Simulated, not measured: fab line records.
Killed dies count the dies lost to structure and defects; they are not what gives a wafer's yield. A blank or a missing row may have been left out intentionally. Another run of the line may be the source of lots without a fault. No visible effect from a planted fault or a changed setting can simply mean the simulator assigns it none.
Which tool was responsible?	flow nandHarc	24 lots with 72 wafers sampled at 5 steps, on a route of 1159 steps

== WHAT EACH GAUGE READ, for each wafer ==
NHARC_A_CONTACT_CD_MEAS_15. Usual: cdNm 89.8 nm, standard deviation 0.81.
lot	measured	on	cdNm (nm)	flag
L074	day 16 22:32	cdSem-03	89.6 89.8 89.9	
L075	day 17 03:28	cdSem-03	91.4 89.9 90.5	
L076	day 17 05:57	cdSem-02	90.0 90.2 89.3	
L079	day 17 18:40	cdSem-02	90.4 89.5 89.3	
L077	day 17 21:11	cdSem-01	89.8 91.3 89.4	
L078	day 18 08:04	cdSem-02	91.6 89.7 90.9	
L082	day 18 18:08	cdSem-03	88.8 88.4 89.9	
L080	day 18 19:26	cdSem-03	89.0 89.2 88.9	
L084	day 19 05:40	cdSem-02	89.7 89.5 89.7	
L081	day 19 08:29	cdSem-02	90.0 90.0 90.0	
L083	day 19 11:14	cdSem-02	89.1 88.8 89.5	
L087	day 19 20:50	cdSem-02	92.2 89.8 90.9	
L086	day 19 21:39	cdSem-01	89.0 88.3 88.3	
L085	day 20 13:05	cdSem-03	88.8 88.6 88.6	
L088	day 20 14:58	cdSem-01	89.2 90.1 90.3	
L089	day 20 19:10	cdSem-01	89.9 89.9 89.3	
L091	day 20 22:14	cdSem-03	88.9 88.7 88.5	
L090	day 21 01:27	cdSem-03	90.2 88.7 90.7	
L092	day 21 00:58	cdSem-01	88.5 89.2 88.7	
L095	day 22 02:21	cdSem-02	90.2 89.3 90.2	
L094	day 22 08:20	cdSem-03	90.9 90.1 90.7	
L093	day 22 12:19	cdSem-01	90.1 89.6 91.0	
L096	day 22 15:05	cdSem-02	90.4 90.1 90.0	
L097	day 22 16:18	cdSem-02	90.0 88.6 88.9	

== WHAT TOOL EACH LOT RAN ON (gives the tool, then ch and the chambers of the sampled wafers, and finally the start) ==
lot	NHARC_A_CONTACT_ETCH_128	NHARC_A_CONTACT_DESCUM_13	NHARC_A_CONTACT_ETCH_134	NHARC_A_CONTACT_ETCH_92
L074	harCapEtch-02 ch 0,1, day 16 14:41	rieDiel-13 ch 0,3, day 16 20:10	harCapEtch-02 ch 0,1, day 16 21:16	rieDiel-07 ch 1,2, day 16 22:20
L075	harCapEtch-03 ch 0,1, day 16 20:01	rieDiel-08 ch 0,1,3, day 17 01:10	harCapEtch-03 ch 0,1, day 17 02:09	rieDiel-08 ch 1,2, day 17 03:15
L076	harCapEtch-01 ch 0,1, day 16 21:40	rieDiel-07 ch 0,1,2, day 17 03:39	harCapEtch-03 ch 0,1, day 17 04:39	rieDiel-08 ch 0,3, day 17 05:44
L079	harCapEtch-02 ch 0,1, day 17 11:43	rieDiel-08 ch 0,1,3, day 17 16:23	harCapEtch-02 ch 1, day 17 17:22	rieDiel-08 ch 1,3, day 17 18:27
L077	harCapEtch-01 ch 0,1, day 17 14:13	rieDiel-08 ch 0,2, day 17 18:41	harCapEtch-01 ch 1, day 17 19:53	rieDiel-08 ch 2,3, day 17 20:58
L078	harCapEtch-03 ch 0,1, day 17 23:20	rieDiel-13 ch 0,1,2, day 18 05:48	harCapEtch-03 ch 0,1, day 18 06:47	rieDiel-08 ch 0,1,2, day 18 07:53
L082	harCapEtch-02 ch 0,1, day 18 08:27	rieDiel-07 ch 0,1,3, day 18 15:25	harCapEtch-01 ch 0,1, day 18 16:29	rieDiel-07 ch 2,3, day 18 17:49
L080	harCapEtch-01 ch 0,1, day 18 11:26	rieDiel-08 ch 0,1,3, day 18 16:59	harCapEtch-03 ch 0,1, day 18 18:08	rieDiel-08 ch 0,1,3, day 18 19:13
L084	harCapEtch-01 ch 0,1, day 18 22:41	rieDiel-08 ch 2,3, day 19 03:20	harCapEtch-02 ch 0,1, day 19 04:23	rieDiel-13 ch 1,2, day 19 05:27
L081	harCapEtch-03 ch 0,1, day 19 00:47	rieDiel-13 ch 0,2,3, day 19 05:49	harCapEtch-01 ch 0,1, day 19 06:56	rieDiel-08 ch 0,1,3, day 19 08:15
L083	harCapEtch-03 ch 0,1, day 19 03:56	rieDiel-07 ch 1,2,3, day 19 08:38	harCapEtch-03 ch 0,1, day 19 09:53	rieDiel-08 ch 0,3, day 19 10:59
L087	harCapEtch-02 ch 0,1, day 19 10:58	rieDiel-08 ch 0,3, day 19 18:05	harCapEtch-01 ch 0,1, day 19 19:17	rieDiel-08 ch 0,2,3, day 19 20:40
L086	harCapEtch-01 ch 0,1, day 19 11:17	rieDiel-08 ch 1,3, day 19 19:04	harCapEtch-03 ch 0,1, day 19 20:14	rieDiel-07 ch 1,2, day 19 21:19
L085	harCapEtch-03 ch 0,1, day 20 03:48	rieDiel-07 ch 1,3, day 20 10:25	harCapEtch-03 ch 0,1, day 20 11:46	rieDiel-13 ch 1,2,3, day 20 12:53
L088	harCapEtch-02 ch 0,1, day 20 04:53	rieDiel-13 ch 0,2,3, day 20 11:06	harCapEtch-02 ch 1, day 20 12:14	rieDiel-13 ch 0,1,2, day 20 13:22
L089	harCapEtch-02 ch 0,1, day 20 08:55	rieDiel-07 ch 0,1,3, day 20 15:02	harCapEtch-01 ch 0,1, day 20 17:46	rieDiel-13 ch 0,1, day 20 18:55
L091	harCapEtch-01 ch 0, day 20 12:10	rieDiel-07 ch 0,2, day 20 19:50	harCapEtch-03 ch 0,1, day 20 20:54	rieDiel-13 ch 1,3, day 20 22:01
L090	harCapEtch-03 ch 1, day 20 17:26	rieDiel-13 ch 0,1, day 20 22:37	harCapEtch-01 ch 0,1, day 21 00:08	rieDiel-07 ch 0,1,2, day 21 01:15
L092	harCapEtch-02 ch 0,1, day 20 17:32	rieDiel-07 ch 1,3, day 20 22:27	harCapEtch-02 ch 0,1, day 20 23:41	rieDiel-13 ch 2,3, day 21 00:45
L095	harCapEtch-01 ch 0,1, day 21 19:14	rieDiel-13 ch 1,2,3, day 22 00:03	harCapEtch-03 ch 0,1, day 22 01:01	rieDiel-07 ch 1,2,3, day 22 02:07
L094	harCapEtch-02 ch 0,1, day 21 23:26	rieDiel-13 ch 2,3, day 22 04:05	harCapEtch-01 ch 0,1, day 22 07:03	rieDiel-08 ch 0,2,3, day 22 08:08
L093	harCapEtch-03 ch 0,1, day 22 03:24	rieDiel-08 ch 2,3, day 22 09:35	harCapEtch-02 ch 0,1, day 22 11:01	rieDiel-08 ch 0,1,3, day 22 12:06
L096	harCapEtch-02 ch 0,1, day 22 07:49	rieDiel-13 ch 0,2,3, day 22 12:46	harCapEtch-03 ch 0,1, day 22 13:49	rieDiel-08 ch 0,3, day 22 14:52
L097	harCapEtch-03 ch 0,1, day 22 09:14	rieDiel-07 ch 0,1,3, day 22 13:59	harCapEtch-01 ch 0,1, day 22 15:02	rieDiel-08 ch 1,2,3, day 22 16:04
- NHARC_A_CONTACT_ETCH_128: etches the open film in C4F8/O2/Ar, time 155 s, target depth 956 nm.
- NHARC_A_CONTACT_DESCUM_13: chemistry O2, time 3 s.
- NHARC_A_CONTACT_ETCH_134: etches the open film in C4F8/O2/Ar, time 140 s, target depth 700 nm.
- NHARC_A_CONTACT_ETCH_92: etches the open film in CH3F/O2, target depth 40 nm, time 85.7 s.

== WHAT THE TOOLS THEMSELVES READ (means of the sampled wafers that have a number; where no wafer has one, the mark that the record gives instead) ==
NHARC_A_CONTACT_ETCH_128. Usual: oesAirLineAu 0.995 a.u., standard deviation 0.019.
lot	tool	oesAirLineAu (a.u.)	flag
L074	harCapEtch-02	0.985	
L075	harCapEtch-03	0.979	
L076	harCapEtch-01	0.989	
L079	harCapEtch-02	0.991	
L077	harCapEtch-01	1.007	
L078	harCapEtch-03	0.995	
L082	harCapEtch-02	0.993	
L080	harCapEtch-01	1.002	
L084	harCapEtch-01	1.003	
L081	harCapEtch-03	0.992	
L083	harCapEtch-03	1.002	
L087	harCapEtch-02	1.004	
L086	harCapEtch-01	0.992	
L085	harCapEtch-03	1.019	
L088	harCapEtch-02	1.008	
L089	harCapEtch-02	0.983	
L091	harCapEtch-01	0.966	
L090	harCapEtch-03	0.997	
L092	harCapEtch-02	1.012	
L095	harCapEtch-01	0.990	
L094	harCapEtch-02	1.003	
L093	harCapEtch-03	1.010	
L096	harCapEtch-02	0.989	
L097	harCapEtch-03	0.975	

NHARC_A_CONTACT_DESCUM_13. Usual: drypumpMotorCurrentA 5.7 A, standard deviation 0.33; oesProductAu 0.997 a.u., standard deviation 0.014; rfVppV 57.9 V, standard deviation 0.91; showerheadPlenumPTorr 1.96 Torr, standard deviation 0.077; throttleValvePct 11.311 %, standard deviation 0.0084.
lot	tool	drypumpMotorCurrentA (A)	oesProductAu (a.u.)	rfVppV (V)	showerheadPlenumPTorr (Torr)	throttleValvePct (%)	flag
L074	rieDiel-13	5.8	0.986	58.2	1.96	11.312	
L075	rieDiel-08	5.6	0.995	57.5	1.97	11.302	
L076	rieDiel-07	5.8	0.997	58.7	2.00	11.307	
L079	rieDiel-08	5.6	0.991	58.0	1.97	11.318	
L077	rieDiel-08	5.4	0.976	57.5	1.93	11.319	
L078	rieDiel-13	5.8	0.982	57.7	1.94	11.309	
L082	rieDiel-07	5.6	0.997	58.2	1.96	11.312	
L080	rieDiel-08	5.7	0.995	58.0	1.96	11.313	
L084	rieDiel-08	5.3	1.009	57.5	2.00	11.312	
L081	rieDiel-13	5.6	0.998	57.5	1.90	11.306	
L083	rieDiel-07	6.0	0.999	57.4	1.97	11.304	
L087	rieDiel-08	5.5	1.005	59.2	2.01	11.316	
L086	rieDiel-08	5.6	1.016	58.2	2.00	11.310	
L085	rieDiel-07	5.8	0.994	57.8	1.92	11.310	
L088	rieDiel-13	5.6	0.998	58.3	2.00	11.309	
L089	rieDiel-07	5.6	1.003	57.9	1.95	11.306	
L091	rieDiel-07	5.6	1.002	58.7	2.02	11.311	
L090	rieDiel-13	6.0	0.996	57.6	1.94	11.309	
L092	rieDiel-07	5.8	0.994	58.0	1.92	11.314	
L095	rieDiel-13	5.7	0.991	58.0	1.94	11.314	
L094	rieDiel-13	5.4	1.004	57.9	2.00	11.314	
L093	rieDiel-08	5.2	1.022	57.3	1.96	11.310	
L096	rieDiel-13	5.6	0.997	57.6	1.99	11.314	
L097	rieDiel-07	5.6	1.005	58.0	1.94	11.305	

NHARC_A_CONTACT_ETCH_134. Usual: oesAirLineAu 0.999 a.u., standard deviation 0.022.
lot	tool	oesAirLineAu (a.u.)	flag
L074	harCapEtch-02	0.994	
L075	harCapEtch-03	0.982	
L076	harCapEtch-03	1.006	
L079	harCapEtch-02	0.960	
L077	harCapEtch-01	1.000	
L078	harCapEtch-03	1.010	
L082	harCapEtch-01	1.002	
L080	harCapEtch-03	1.002	
L084	harCapEtch-02	0.996	
L081	harCapEtch-01	1.006	
L083	harCapEtch-03	1.025	
L087	harCapEtch-01	1.013	
L086	harCapEtch-03	0.986	
L085	harCapEtch-03	0.982	
L088	harCapEtch-02	0.982	
L089	harCapEtch-01	1.000	
L091	harCapEtch-03	1.000	
L090	harCapEtch-01	0.999	
L092	harCapEtch-02	0.981	
L095	harCapEtch-03	1.000	
L094	harCapEtch-01	1.009	
L093	harCapEtch-02	1.019	
L096	harCapEtch-03	0.987	
L097	harCapEtch-01	0.989	

NHARC_A_CONTACT_ETCH_92. Usual: drypumpMotorCurrentA 5.6 A, standard deviation 0.32; oesProductAu 0.94 a.u., standard deviation 0.034; rfVppV 245.1 V, standard deviation 1.4; showerheadPlenumPTorr 2.52 Torr, standard deviation 0.087; throttleValvePct 20.662 %, standard deviation 0.01.
lot	tool	drypumpMotorCurrentA (A)	oesProductAu (a.u.)	rfVppV (V)	showerheadPlenumPTorr (Torr)	throttleValvePct (%)	flag
L074	rieDiel-07	6.0	0.92	245.0	2.53	20.673	
L075	rieDiel-08	5.6	0.93	243.5	2.46	20.662	
L076	rieDiel-08	5.5	0.92	246.3	2.58	20.664	
L079	rieDiel-08	5.7	0.93	244.0	2.51	20.661	
L077	rieDiel-08	5.3	0.95	246.0	2.57	20.656	
L078	rieDiel-08	5.6	0.91	244.5	2.47	20.656	
L082	rieDiel-07	6.1	0.92	245.6	2.58	20.666	
L080	rieDiel-08	5.7	0.92	244.6	2.52	20.669	
L084	rieDiel-13	5.6	0.92	243.6	2.41	20.658	
L081	rieDiel-08	5.6	0.93	245.0	2.52	20.659	
L083	rieDiel-08	5.5	0.93	245.9	2.58	20.656	
L087	rieDiel-08	5.4	0.93	245.5	2.53	20.653	
L086	rieDiel-07	6.1	0.92	246.1	2.57	20.665	
L085	rieDiel-13	5.7	1.00	244.9	2.50	20.655	
L088	rieDiel-13	5.8	0.92	245.4	2.49	20.654	
L089	rieDiel-13	6.1	1.01	245.0	2.50	20.670	
L091	rieDiel-13	5.9	0.92	245.4	2.51	20.662	
L090	rieDiel-07	5.8	1.00	245.7	2.55	20.665	
L092	rieDiel-13	5.5	1.00	245.0	2.57	20.665	
L095	rieDiel-07	6.0	0.93	243.9	2.52	20.664	
L094	rieDiel-08	5.4	0.94	245.2	2.52	20.666	
L093	rieDiel-08	5.7	0.93	245.1	2.51	20.657	
L096	rieDiel-08	5.6	1.01	244.5	2.52	20.668	
L097	rieDiel-08	5.5	0.94	245.3	2.51	20.653	

== THE ANSWER, worked out from the rows above alone ==
Rule: lot off if the mean of its wafers having a number is beyond 3 standard deviations from the usual mean. A lot without any number at a reading at which 4 lots or more have one is off too. All remaining lots with rows at the step are treated as sound. Order of review: gauges by route order, followed by the tools' own readings, for which a lot's mean as printed above is used. At the first step where some lot is off, the reading lying furthest off is the one used; lots without a number count as furthest.
No lot is off at any reading shown: from this, nothing can be told.

== WHAT THE SIMULATOR PUT IN ==
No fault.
